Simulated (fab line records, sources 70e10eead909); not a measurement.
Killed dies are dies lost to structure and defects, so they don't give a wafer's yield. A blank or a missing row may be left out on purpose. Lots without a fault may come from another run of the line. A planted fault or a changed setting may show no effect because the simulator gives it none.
fab line records | flow nand_harc
record lots=7 wafers=21 last_day=24
route steps=1159 shown A_CONTACT@912 END@1159
lots that met no fault: from a run of the same line without faults
start_h: hours from the record's first day to the start of the lot's first wafer shown | wait_h: hours since the lot's step before | " the same as in the row above | L1.1+2: a row that stands for several wafers | - no value, or no start given | * or withheld: withheld | < > ~ a bound
route shown NAME@n: a module of which the file shows steps, and the number in the route of the first | usual: mean/standard deviation of fault-free wafers | same: alike in all rows | chamber/n: place in a boat | sites: the reading at each site | _std_site: their standard deviation | _edge_site: outer sites' mean less inner sites' | radius_mm: how far each site lies from the wafer's centre | mask NAME#n: copy n | behind: the tool/chamber that last shaped the wafer | hold: why the lot was held/for how many hours/how that ended | device: the transistor (n, p or np) that didn't switch | end of line: the same wafers' tests at the end of the route | a step without rows: its recipe alone | killed: dies lost to structure and defects at the first sort, not the wafer's yield | map: a wafer's dies, x killed, . not, _ none there
set.NAME: the setting as run; set.NAME@STEP: as run at that earlier step | model.NAME: the simulator's own value behind a step, which no gauge read
lots at some steps of the route; a table a step, a row a wafer
services: from which hour (start_h, from the record's first day; less than 0 if before it) a tool's chamber was out of use, for how many hours, and why
## steps
# step NHARC_A_CONTACT_ETCH_132
# recipe source_w=withheld pressure_mtorr=20 bias_v=1200 time_s=156 target_depth_a=9580 ar_flow_sccm=withheld c4f8_flow_sccm=withheld o2_flow_sccm=withheld chemistry=C4F8/O2/Ar
# columns lot.wafer tool chamber start_h wait_h rf_hours_counter_h
L873.1 har_cap_etch-03 0 400.75 0.1 89
L873.2 " 1 " " 89
L873.6 " 1 " " -
L875.2 har_cap_etch-02 0 429.03 0.1 18
L875.3 " 0 " " -
L875.4 " 1 " " -
L879.4 har_cap_etch-01 1 455.73 0.1 -
L879.6 " 0 " " -
L879.5 " 1 " " -
L878.1 har_cap_etch-03 1 459.55 0.1 96
L878.2 " 0 " " 96
L878.3 " 0 " " -
L883.1 har_cap_etch-02 1 468.10 0.1 27
L883.2 " 0 " " 27
L883.3 " 1 " " -
L880.2 har_cap_etch-03 0 470.87 0.2 99
L880.3 " 0 " " -
L880.5 " 0 " " -
L890.2 har_cap_etch-03 1 520.50 0.1 107
L890.3 " 1 " " -
L890.6 " 0 " " -
# step NHARC_A_CONTACT_ETCH_133
# recipe source_w=withheld pressure_mtorr=20 bias_v=400 time_s=195 target_depth_a=8400 ar_flow_sccm=withheld c4f8_flow_sccm=11.5 o2_flow_sccm=7.2 chemistry=C4F8/O2/Ar
# columns lot.wafer tool chamber start_h wait_h rf_hours_counter_h
L873.1 har_cap_etch-03 0 400.89 0.1 89
L873.2 " 1 " " 89
L873.6 " 1 " " -
L875.2 har_cap_etch-02 0 429.18 0.1 18
L875.3 " 0 " " -
L875.4 " 1 " " -
L879.4 har_cap_etch-01 1 455.94 0.2 -
L879.6 " 0 " " -
L879.5 " 1 " " -
L878.1 har_cap_etch-03 1 459.69 0.1 96
L878.2 " 0 " " 96
L878.3 " 0 " " -
L883.1 har_cap_etch-02 1 468.24 0.1 27
L883.2 " 0 " " 27
L883.3 " 1 " " -
L880.2 har_cap_etch-03 0 471.06 0.2 100
L880.3 " 0 " " -
L880.5 " 0 " " -
L890.2 har_cap_etch-03 1 520.67 0.1 107
L890.3 " 1 " " -
L890.6 " 0 " " -
# step NHARC_A_CONTACT_ETCH_91
# recipe target_depth_a=400 over_etch_frac=0.5 time_s=85.7 ion_energy_ev=120 ch3f_flow_sccm=50 o2_flow_sccm=30 ar_flow_sccm=200 rf_w=500 bias_w=100 chemistry=CH3F/O2
# usual drypump_motor_current_A=5.6/0.38 oes_product_au=0.938/0.027 rf_vpp_V=244.1/2.1 showerhead_plenum_p_Torr=2.46/0.13 throttle_valve_pct=20.662/0.0089
# columns lot.wafer tool chamber start_h wait_h drypump_motor_current_A oes_product_au rf_hours_counter_h rf_vpp_V showerhead_plenum_p_Torr throttle_valve_pct
L873.1 rie_diel-01 3 401.47 0.5 5.5 0.933 34 243.7 2.46 20.673
L873.2 " 0 " " 5.4 0.930 31 243.5 2.32 20.665
L873.6 " 2 " " 6.3 0.926 - 243.7 2.51 20.656
L875.2 rie_diel-07 2 429.76 0.5 5.5 0.994 2 246.6 2.66 20.669
L875.3 " 3 " " 6.1 1.002 2 241.6 2.28 20.670
L875.4 " 0 " " 5.0 1.006 2 246.2 2.60 20.661
L879.4 rie_diel-07 2 456.39 0.4 5.5 0.920 7 247.0 2.66 20.666
L879.6 " 0 " " 5.0 0.915 - 246.7 2.59 20.650
L879.5 " 1 " " 5.7 0.916 - 244.5 2.51 20.657
L878.1 rie_diel-07 3 460.26 0.5 6.1 0.941 10 240.5 2.28 20.665
L878.3 " 0 " " 5.0 0.941 10 244.9 2.59 20.659
L878.2 " 1 " " 5.7 0.932 9 244.7 2.50 20.665
L883.1 rie_diel-13 0 468.90 0.6 5.5 0.921 2 243.6 2.42 20.659
L883.2 " 1 " " 6.3 0.918 2 242.1 2.31 20.673
L883.3 " 2 " " 5.7 0.931 2 245.8 2.63 20.657
L880.3 rie_diel-07 2 471.72 0.5 5.5 0.931 12 247.1 2.66 20.665
L880.2 " 0 " " 5.0 0.939 13 247.1 2.59 20.660
L880.5 " 2 " " 5.5 0.929 - 247.9 2.66 20.665
L890.2 rie_diel-01 2 521.19 0.5 6.3 0.930 7 243.2 2.50 20.675
L890.3 " 1 " " 5.8 0.940 7 241.8 2.33 20.651
L890.6 " 2 " " 6.3 0.933 - 244.4 2.50 20.654
# step NHARC_A_CONTACT_ETCH_97
# recipe target_depth_a=200 over_etch_frac=0.5 time_s=10 ion_energy_ev=250 c4f6_flow_sccm=25 o2_flow_sccm=20 ar_flow_sccm=500 rf_w=600 bias_w=500 chemistry=C4F6/O2
# usual c4f6_flow_sccm=25.01/0.077 drypump_motor_current_A=5.7/0.38 oes_product_au=0.961/0.02 rf_vpp_V=546/4.3 showerhead_plenum_p_Torr=3.91/0.21 throttle_valve_pct=26.903/0.0092
# columns lot.wafer tool chamber start_h wait_h c4f6_flow_sccm drypump_motor_current_A oes_product_au rf_hours_counter_h rf_vpp_V showerhead_plenum_p_Torr throttle_valve_pct
L873.2 rie_diel-01 0 - - 24.98 5.4 0.944 31 543 3.71 26.902
L873.1 " 2 " " 24.97 6.3 0.954 34 549 4.01 26.891
L873.6 " 0 " " 24.97 5.4 0.942 - 542 3.71 26.923
L875.3 rie_diel-07 0 - - 25.05 5.0 1.001 2 552 4.13 26.929
L875.4 " 1 " " 25.08 5.7 1.014 2 547 4.00 26.900
L875.2 " 2 " " 24.96 5.5 1.010 3 552 4.23 26.899
L879.4 rie_diel-07 3 - - 25.14 6.1 0.958 7 541 3.65 26.911
L879.6 " 0 " " 24.96 5.1 0.976 - 553 4.13 26.901
L879.5 " 1 " " 25.13 5.8 0.969 - 548 3.99 26.913
L878.2 rie_diel-07 3 - - 24.96 6.1 0.954 10 542 3.65 26.898
L878.3 " 0 " " 24.96 5.0 0.952 10 552 4.13 26.908
L878.1 " 1 " " 25.09 5.8 0.929 9 548 3.99 26.904
L883.3 rie_diel-13 1 - - 24.94 6.3 0.980 2 543 3.70 26.901
L883.2 " 2 " " 24.98 5.6 0.982 2 551 4.19 26.913
L883.1 " 0 " " 25.04 5.5 0.973 2 546 3.87 26.902
L880.3 rie_diel-07 3 - - 25.12 6.1 0.954 13 541 3.65 26.906
L880.2 " 0 " " 25.06 5.0 0.942 13 549 4.12 26.896
L880.5 " 3 " " 25.00 6.1 0.953 - 541 3.65 26.899
L890.3 rie_diel-01 0 - - 25.08 5.4 0.929 8 542 3.69 26.906
L890.2 " 1 " " 25.06 5.8 0.932 7 542 3.73 26.910
L890.6 " 1 " " 25.14 5.8 0.939 - 545 3.73 26.890
# step NHARC_A_CONTACT_CD_MEAS_80
# usual cd_nm=189.3/0.83
# columns lot.wafer tool chamber start_h wait_h cd_nm
L873.1 cd_sem-02 - 401.68 - 188.4
L873.2 " - " " 188.0
L873.6 " - " " 188.1
L875.2 cd_sem-03 - 429.97 - 190.4
L875.3 " - " " 189.7
L875.4 " - " " 190.2
L879.4 cd_sem-01 - 456.59 - 187.5
L879.5 " - " " 187.0
L879.6 " - " " 187.2
L878.1 cd_sem-01 - 460.47 - 190.7
L878.2 " - " " 190.3
L878.3 " - " " 190.2
L883.1 cd_sem-02 - 469.13 - 189.8
L883.2 " - " " 190.1
L883.3 " - " " 189.5
L880.2 cd_sem-02 - 471.94 - 189.9
L880.3 " - " " 190.5
L880.5 " - " " 190.5
L890.2 cd_sem-02 - 521.41 - 189.7
L890.3 " - " " 189.6
L890.6 " - " " 189.5
# step NHARC_A_CONTACT_STRIP_103
# recipe n2_flow_sccm=150 h2_flow_sccm=150 ar_flow_sccm=0 bias_w=0 chemistry=N2/H2
# step NHARC_A_CONTACT_STRIP_104
# recipe cf4_flow_sccm=100 chf3_flow_sccm=30 ar_flow_sccm=0 bias_w=0 chemistry=CF4/CHF3
# step NHARC_A_CONTACT_STRIP_105
# recipe o2_flow_sccm=400 cos_flow_sccm=20 ar_flow_sccm=0 bias_w=0 chemistry=O2/COS
# step NHARC_A_CONTACT_ETCH_106
# recipe target_depth_a=600 overetch_a=60 time_s=33 ion_energy_ev=100 cf4_flow_sccm=80 o2_flow_sccm=20 ar_flow_sccm=0 rf_w=300 bias_w=100 chemistry=CF4/O2
# step NHARC_A_CONTACT_STRIP_82
# recipe o2_flow_sccm=500 ar_flow_sccm=0 bias_w=0 chemistry=O2
# usual drypump_motor_current_A=5.7/0.37 oes_product_au=1.003/0.0064 rf_vpp_V=57.8/0.84 showerhead_plenum_p_Torr=3.53/0.18 throttle_valve_pct=17.037/0.0094
# columns lot.wafer tool chamber start_h wait_h drypump_motor_current_A oes_product_au rf_hours_counter_h rf_vpp_V showerhead_plenum_p_Torr throttle_valve_pct
L873.2 rie_diel-13 3 - - 5.4 0.998 44 57.6 3.44 17.032
L873.1 " 0 " " 5.5 1.004 43 56.2 3.49 17.025
L873.6 " 3 " " 5.5 1.002 - 58.2 3.44 17.023
L875.2 rie_diel-13 1 - - 6.3 1.007 54 57.1 3.33 17.018
L875.4 " 2 " " 5.7 1.013 53 58.4 3.78 17.032
L875.3 " 0 " " 5.5 1.009 53 57.8 3.49 17.039
L879.4 rie_diel-07 2 - - 5.5 1.004 7 58.5 3.80 17.021
L879.6 " 0 " " 5.0 1.011 - 56.8 3.72 17.020
L879.5 " 1 " " 5.7 1.009 - 57.9 3.59 17.012
L878.2 rie_diel-07 3 - - 6.1 1.015 10 57.0 3.28 17.032
L878.3 " 0 " " 5.1 1.012 10 58.6 3.72 17.042
L878.1 " 1 " " 5.7 1.001 9 57.5 3.59 17.029
L883.3 rie_diel-01 0 - - 5.4 0.995 56 58.6 3.32 17.051
L883.2 " 1 " " 5.8 1.008 43 58.5 3.35 17.040
L883.1 " 3 " " 5.6 1.000 61 57.7 3.52 17.034
L880.2 rie_diel-07 1 - - 5.8 1.005 11 57.4 3.59 17.050
L880.3 " 3 " " 6.1 0.985 13 57.5 3.27 17.042
L880.5 " 1 " " 5.7 0.996 - 57.8 3.59 17.031
L890.2 rie_diel-07 3 - - 6.1 1.000 22 58.1 3.27 17.042
L890.3 " 0 " " 5.0 1.001 23 57.9 3.71 17.034
L890.6 " 3 " " 6.1 1.000 - 56.3 3.27 17.041
# step NHARC_A_CONTACT_STRIP_83
# recipe time_s=600 temp_c=30 chemistry=post_etch_residue_remover
# step NHARC_A_CONTACT_DEP_84
# recipe target_thk_a=20000 temp_c=400 material=aC
# step NHARC_A_CONTACT_DEP_85
# recipe target_thk_a=500 target_thk_nm=50 temp_c=400 pressure_torr=3.5 flow_sccm=200 rf_w=350 material=SiON
# usual chamber_pressure_Torr=3.500/0.0081 heater_power_outer_w=461/65 heater_power_w=752/95
# columns lot.wafer tool chamber start_h wait_h chamber_pressure_Torr heater_power_outer_w heater_power_w
L873.2 pecvd-01 2 404.99 0.8 3.503 426 661
L873.1 " 1 " " 3.500 505 829
L873.6 " 2 " " 3.513 430 657
L875.2 pecvd-04 2 433.13 0.9 3.472 616 948
L875.3 " 0 " " 3.507 495 764
L875.4 " 1 " " 3.494 498 839
L879.4 pecvd-03 1 459.40 0.5 - - -
L879.5 " 2 " " - - -
L879.6 " 0 " " - - -
L878.2 pecvd-04 0 462.68 0.8 - - -
L878.1 " 1 " " - - -
L878.3 " 2 " " - - -
L883.1 pecvd-01 0 473.49 1.1 3.510 393 659
L883.2 " 1 " " 3.494 449 760
L883.3 " 1 " " 3.493 463 765
L880.2 pecvd-04 2 474.26 0.9 - - -
L880.3 " 0 " " - - -
L880.5 " 2 " " - - -
L890.2 pecvd-01 2 524.65 0.8 3.500 436 658
L890.3 " 0 " " 3.507 399 651
L890.6 " 0 " " 3.511 392 665
# step NHARC_A_CONTACT_DEHYDRATE_00
# recipe temp_c=150 time_s=120
# step NHARC_END_SORT_01
# recipe temp_c=25
# usual killed_at_array=26/8.6 killed_at_other=0.7/0.97 killed_at_periphery=3.2/2.2 killed_dies=30/8.9 killed_open=3.1/1.8 killed_short=2.2/1.8
# same gross_dies=677
# columns lot.wafer tool chamber start_h wait_h killed_at_array killed_at_other killed_at_periphery killed_dies killed_open killed_short
L879.4 prober-01 0 514.62 3.4 674 1 2 677 4 6
L879.5 prober-01 0 515.43 3.7 675 0 2 677 5 1
L879.6 prober-01 0 516.24 4.1 670 1 6 677 3 1
L878.1 prober-02 0 519.86 2.4 674 1 2 677 0 0
L878.2 prober-02 0 520.67 2.8 674 0 3 677 2 4
L878.3 prober-02 0 521.49 3.1 674 2 1 677 2 3
L880.2 prober-02 0 533.53 2.8 676 0 1 677 5 2
L880.3 prober-02 0 534.32 3.1 674 0 3 677 4 2
L880.5 prober-02 0 535.91 3.7 673 0 4 677 3 7
# killed by level:class
L879.4 A_CONTACT:area_dep=647 A_SLIT:chamber_film_flake=13 A_STAIRCASE:chamber_film_flake=4 A_CONTACT:geometric_particle:open=2 P_GATE:geometric_particle:open=1 A_ONON_D1:geometric_particle:short=1 A_CHANNEL_FILL_D1:geometric_particle:short=1 A_CHANNEL_FILL_D1:geometric_particle:open=1
L879.5 A_CONTACT:area_dep=651 A_SLIT:chamber_film_flake=12 A_STAIRCASE:chamber_film_flake=5 A_CONTACT:geometric_particle:open=3 A_CHANNEL_HOLE_D1:chamber_film_flake=2 P_CONTACT:geometric_particle:open=1 P_CONTACT:geometric_particle:short=1 A_M1:geometric_particle:open=1
L879.6 A_CONTACT:area_dep=632 A_SLIT:chamber_film_flake=15 A_STAIRCASE:chamber_film_flake=10 A_CONTACT:chamber_film_flake=6 A_CHANNEL_HOLE_D1:chamber_film_flake=4 P_ZERO_WELL:chamber_film_flake=3 P_M1:chamber_film_flake=3 A_SGD_CUT:geometric_particle:short=1
L878.1 A_CONTACT:area_dep=649 A_CHANNEL_HOLE_D1:chamber_film_flake=17 A_CONTACT:chamber_film_flake=5 A_STAIRCASE:chamber_film_flake=3 P_GATE:chamber_film_flake=1 P_M1:chamber_film_flake=1 THIN_TSV:chamber_film_flake=1
L878.2 A_CONTACT:area_dep=651 A_CHANNEL_HOLE_D1:chamber_film_flake=12 A_STAIRCASE:chamber_film_flake=5 A_SGD_CUT:geometric_particle:short=2 P_M1:chamber_film_flake=2 P_STI:geometric_particle:short=1 A_CONTACT:geometric_particle:open=1 A_CONTACT:geometric_particle:short=1
L878.3 A_CONTACT:area_dep=643 A_CHANNEL_HOLE_D1:chamber_film_flake=22 A_STAIRCASE:chamber_film_flake=5 A_CHANNEL_HOLE_D1:geometric_particle:short=2 P_CONTACT:geometric_particle:open=1 A_CHANNEL_HOLE_D1:geometric_particle:open=1 STARTING-WAFER:geometric_particle:short=1 A_CONTACT:chamber_film_flake=1
L880.2 A_CONTACT:area_dep=651 A_SLIT:chamber_film_flake=15 A_WL_FILL:geometric_particle:short=2 A_CHANNEL_HOLE_D1:chamber_film_flake=2 P_CONTACT:geometric_particle:open=1 A_CHANNEL_FILL_D1:geometric_particle:open=1 A_WL_FILL:geometric_particle:open=1 A_CONTACT:geometric_particle:open=1
L880.3 A_CONTACT:area_dep=641 A_SLIT:chamber_film_flake=17 A_CHANNEL_HOLE_D1:chamber_film_flake=8 A_CONTACT:chamber_film_flake=2 P_CONTACT:geometric_particle:short=1 A_STAIRCASE:geometric_particle:open=1 A_SGD_CUT:geometric_particle:short=1 A_SGD_CUT:geometric_particle:open=1
L880.5 A_CONTACT:area_dep=656 A_SLIT:chamber_film_flake=6 P_M1:geometric_particle:short=3 A_CHANNEL_HOLE_D1:geometric_particle:short=2 A_WL_FILL:geometric_particle:short=2 A_CHANNEL_HOLE_D1:chamber_film_flake=2 A_WL_FILL:geometric_particle:open=1 A_M1:geometric_particle:open=1
# map L878.1 (x killed, . not)
____________x____________
_________xxxxxxx_________
_______xxxxxxxxxxx_______
______xxxxxxxxxxxxx______
_____xxxxxxxxxxxxxxx_____
____xxxxxxxxxxxxxxxxx____
____xxxxxxxxxxxxxxxxx____
___xxxxxxxxxxxxxxxxxxx___
___xxxxxxxxxxxxxxxxxxx___
__xxxxxxxxxxxxxxxxxxxxx__
__xxxxxxxxxxxxxxxxxxxxx__
_xxxxxxxxxxxxxxxxxxxxxxx_
_xxxxxxxxxxxxxxxxxxxxxxx_
_xxxxxxxxxxxxxxxxxxxxxxx_
_xxxxxxxxxxxxxxxxxxxxxxx_
_xxxxxxxxxxxxxxxxxxxxxxx_
xxxxxxxxxxxxxxxxxxxxxxxxx
xxxxxxxxxxxxxxxxxxxxxxxxx
xxxxxxxxxxxxxxxxxxxxxxxxx
xxxxxxxxxxxxxxxxxxxxxxxxx
xxxxxxxxxxxxxxxxxxxxxxxxx
_xxxxxxxxxxxxxxxxxxxxxxx_
_xxxxxxxxxxxxxxxxxxxxxxx_
_xxxxxxxxxxxxxxxxxxxxxxx_
_xxxxxxxxxxxxxxxxxxxxxxx_
_xxxxxxxxxxxxxxxxxxxxxxx_
__xxxxxxxxxxxxxxxxxxxxx__
__xxxxxxxxxxxxxxxxxxxxx__
___xxxxxxxxxxxxxxxxxxx___
___xxxxxxxxxxxxxxxxxxx___
____xxxxxxxxxxxxxxxxx____
____xxxxxxxxxxxxxxxxx____
_____xxxxxxxxxxxxxxx_____
______xxxxxxxxxxxxx______
_______xxxxxxxxxxx_______
_________xxxxxxx_________
____________x____________
# map L879.4 (x killed, . not)
____________x____________
_________xxxxxxx_________
_______xxxxxxxxxxx_______
______xxxxxxxxxxxxx______
_____xxxxxxxxxxxxxxx_____
____xxxxxxxxxxxxxxxxx____
____xxxxxxxxxxxxxxxxx____
___xxxxxxxxxxxxxxxxxxx___
___xxxxxxxxxxxxxxxxxxx___
__xxxxxxxxxxxxxxxxxxxxx__
__xxxxxxxxxxxxxxxxxxxxx__
_xxxxxxxxxxxxxxxxxxxxxxx_
_xxxxxxxxxxxxxxxxxxxxxxx_
_xxxxxxxxxxxxxxxxxxxxxxx_
_xxxxxxxxxxxxxxxxxxxxxxx_
_xxxxxxxxxxxxxxxxxxxxxxx_
xxxxxxxxxxxxxxxxxxxxxxxxx
xxxxxxxxxxxxxxxxxxxxxxxxx
xxxxxxxxxxxxxxxxxxxxxxxxx
xxxxxxxxxxxxxxxxxxxxxxxxx
xxxxxxxxxxxxxxxxxxxxxxxxx
_xxxxxxxxxxxxxxxxxxxxxxx_
_xxxxxxxxxxxxxxxxxxxxxxx_
_xxxxxxxxxxxxxxxxxxxxxxx_
_xxxxxxxxxxxxxxxxxxxxxxx_
_xxxxxxxxxxxxxxxxxxxxxxx_
__xxxxxxxxxxxxxxxxxxxxx__
__xxxxxxxxxxxxxxxxxxxxx__
___xxxxxxxxxxxxxxxxxxx___
___xxxxxxxxxxxxxxxxxxx___
____xxxxxxxxxxxxxxxxx____
____xxxxxxxxxxxxxxxxx____
_____xxxxxxxxxxxxxxx_____
______xxxxxxxxxxxxx______
_______xxxxxxxxxxx_______
_________xxxxxxx_________
____________x____________
## services
# columns tool chamber start_h hours kind
rie_diel-07 0 380.10 8.9 repair
rie_diel-07 1 384.25 - clean
rie_diel-07 2 384.25 - clean
rie_diel-07 3 384.25 - clean
pecvd-04 - 386.99 13.0 pm
pecvd-03 - 402.28 0.4 repair
rie_diel-07 - 405.25 9.0 pm
rie_diel-07 0 405.25 9.0 vent_cycle
rie_diel-07 1 405.25 9.0 vent_cycle
rie_diel-07 2 405.25 9.0 vent_cycle
rie_diel-07 3 405.25 9.0 vent_cycle
rie_diel-07 0 414.25 - clean
rie_diel-07 0 414.25 - consumable_replace:focus_ring
rie_diel-07 1 414.25 - clean
rie_diel-07 1 414.25 - consumable_replace:focus_ring
rie_diel-07 2 414.25 - clean
pecvd-01 - 418.24 13.0 pm
rie_diel-01 1 434.38 29.7 repair
rie_diel-01 0 443.72 6.3 repair
rie_diel-13 - 453.14 9.0 pm
pecvd-01 - 461.95 2.4 repair
pecvd-01 2 471.89 8.0 repair
pecvd-03 - 473.14 13.0 pm
rie_diel-01 - 491.87 9.0 pm
## key
first_sign step=NHARC_A_CONTACT_DEP_85 reading=tool_record direction=missing
effect step=NHARC_END_SORT_01 reading=killed_at_array direction=up sigmas=75 usual=26 struck=674
more_kills_born_at NHARC_A_CONTACT_DEP_85@pecvd-04=3891 NHARC_A_CONTACT_DEP_85@pecvd-03=1930
met_at NHARC_A_CONTACT_DEP_85
struck_wafers L878.1,L878.2,L878.3,L879.4,L879.5,L879.6,L880.2,L880.3,L880.5
later_rows_left_out L878.1,L878.2,L878.3,L879.4,L879.5,L879.6,L880.2,L880.3,L880.5
tester_left_out L878,L879,L880
onset_between 433.13 459.40
fault kind=skipped_step_whole tool=pecvd-03,pecvd-04 chamber=- onset_h=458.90 steps=NHARC_A_CONTACT_DEP_85 scope=struck_lots_only
# tester_left_out: of these lots the tester's yield and bins aren't shown, on N5 and GAA mostly nor the transistor test; their killed dies are dies lost to structure and defects alone, not to doping, threshold or leakage, so they don't give the yield
# later_rows_left_out: the simulator's readings of these wafers behind a module that went badly wrong aren't trusted and aren't shown, but for the sort
